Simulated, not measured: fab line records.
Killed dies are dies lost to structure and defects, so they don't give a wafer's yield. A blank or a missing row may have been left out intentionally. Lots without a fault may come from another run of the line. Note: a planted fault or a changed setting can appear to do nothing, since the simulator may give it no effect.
Matching of chambers | flow nand-harc | NHARC_A_STAIRCASE_DEP_322 on pecvd-03 has 3 sister chambers
The step deposits SiO2, target thk 3800 nm. 6 wafers are shown with their chamber, then 8 later ones without.

EACH WAFER AND ITS CHAMBER
wafer  | chamber | heater-power-w (W)
L081.4 | 2       | 745
L084.4 | 0       | 493
L085.3 | 1       | 822
L085.4 | 1       | 684
L085.5 | 0       | 500
L090.1 | 2       | 862

WAFERS WITHOUT THEIR CHAMBER
wafer  | heater-power-w (W)
L090.2 | 784
L090.5 | 513
L094.1 | 521
L094.2 | 829
L094.3 | 883
L095.1 | 522
L095.4 | 733
L095.5 | 693

THE CHAMBER EACH PASSED THROUGH
wafer  | from the rows above          | in truth
L090.2 | can't be placed: 2 or 1      | 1
L090.5 | 0                            | 0
L094.1 | 0                            | 0
L094.2 | can't be placed: 2 or 1      | 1
L094.3 | can't be placed: 2 or 1      | 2
L095.1 | 0                            | 0
L095.4 | can't be placed: 1 or 2      | 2
L095.5 | can't be placed: 1 or 2 or 0 | 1
Correctly placed: 3 of 8. Cannot be placed on the basis of these rows: 5; the candidates contain the true chamber in 5. Wrongly placed: 0.
How it was worked out, from the rows above alone: a wafer's distance from a chamber is the root of the sum, over the readings, of the square of ((its reading less the chamber's mean) divided by the reading's scatter). The wafer belongs to the nearest chamber; if the next one is less than 2 further off, it can't be placed. The mean given for a chamber averages the wafers shown for that chamber. The scatter is the square root of a quotient: the sum, over the shown wafers, of each reading's squared deviation from its chamber's mean, divided by wafers minus chambers.
